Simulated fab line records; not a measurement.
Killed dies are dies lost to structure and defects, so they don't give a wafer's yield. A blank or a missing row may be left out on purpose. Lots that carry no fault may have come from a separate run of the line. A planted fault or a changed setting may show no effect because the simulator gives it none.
Chamber matching / flow nand harc / NHARC_A_WL_FILL_ALD_00 on ald hk-01 has 4 sister chambers
The step deposits Al2O3, target thk 3 nm, pulse time 3 s, ald cycles 30. 4 wafers are shown with their chamber, then 11 later ones without.

== EACH WAFER AND ITS CHAMBER ==
wafer=L085.1; chamber=1; heater power w (W)=575
wafer=L085.3; chamber=0; heater power w (W)=459
wafer=L085.6; chamber=3; heater power w (W)=466
wafer=L087.2; chamber=2; heater power w (W)=377

== WAFERS WITHOUT THEIR CHAMBER ==
wafer=L087.3; heater power w (W)=453
wafer=L087.4; heater power w (W)=478
wafer=L090.1; heater power w (W)=476
wafer=L090.4; heater power w (W)=458
wafer=L090.5; heater power w (W)=466
wafer=L094.1; heater power w (W)=514
wafer=L094.2; heater power w (W)=377
wafer=L094.3; heater power w (W)=453
wafer=L094.4; heater power w (W)=484
wafer=L094.5; heater power w (W)=458
wafer=L094.6; heater power w (W)=496

== THE CHAMBER EACH PASSED THROUGH ==
wafer=L087.3; from the rows above=can't be placed: 0 or 3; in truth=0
wafer=L087.4; from the rows above=can't be placed: 3 or 0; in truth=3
wafer=L090.1; from the rows above=can't be placed: 3 or 0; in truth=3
wafer=L090.4; from the rows above=can't be placed: 0 or 3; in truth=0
wafer=L090.5; from the rows above=can't be placed: 3 or 0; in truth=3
wafer=L094.1; from the rows above=can't be placed: 3 or 0 or 1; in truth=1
wafer=L094.2; from the rows above=2; in truth=2
wafer=L094.3; from the rows above=can't be placed: 0 or 3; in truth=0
wafer=L094.4; from the rows above=can't be placed: 3 or 0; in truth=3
wafer=L094.5; from the rows above=can't be placed: 0 or 3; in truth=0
wafer=L094.6; from the rows above=can't be placed: 3 or 0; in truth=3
Placed correctly: 1 of 11. From these rows, 10 cannot be placed; in 10 the true chamber is one of the candidates. Wrongly placed: 0.
How it was worked out, from the rows above alone: a wafer's distance from a chamber is the root of the sum, over the readings, of the square of ((its reading less the chamber's mean) divided by the reading's scatter). If the next closest chamber is less than 2 further off than the closest, the wafer can't be placed; otherwise it belongs to the closest. The mean given for a chamber averages the wafers shown for that chamber. The scatter: with one shown wafer a chamber, the root of the mean of the squares of how far each hidden wafer lies from its nearest shown one.
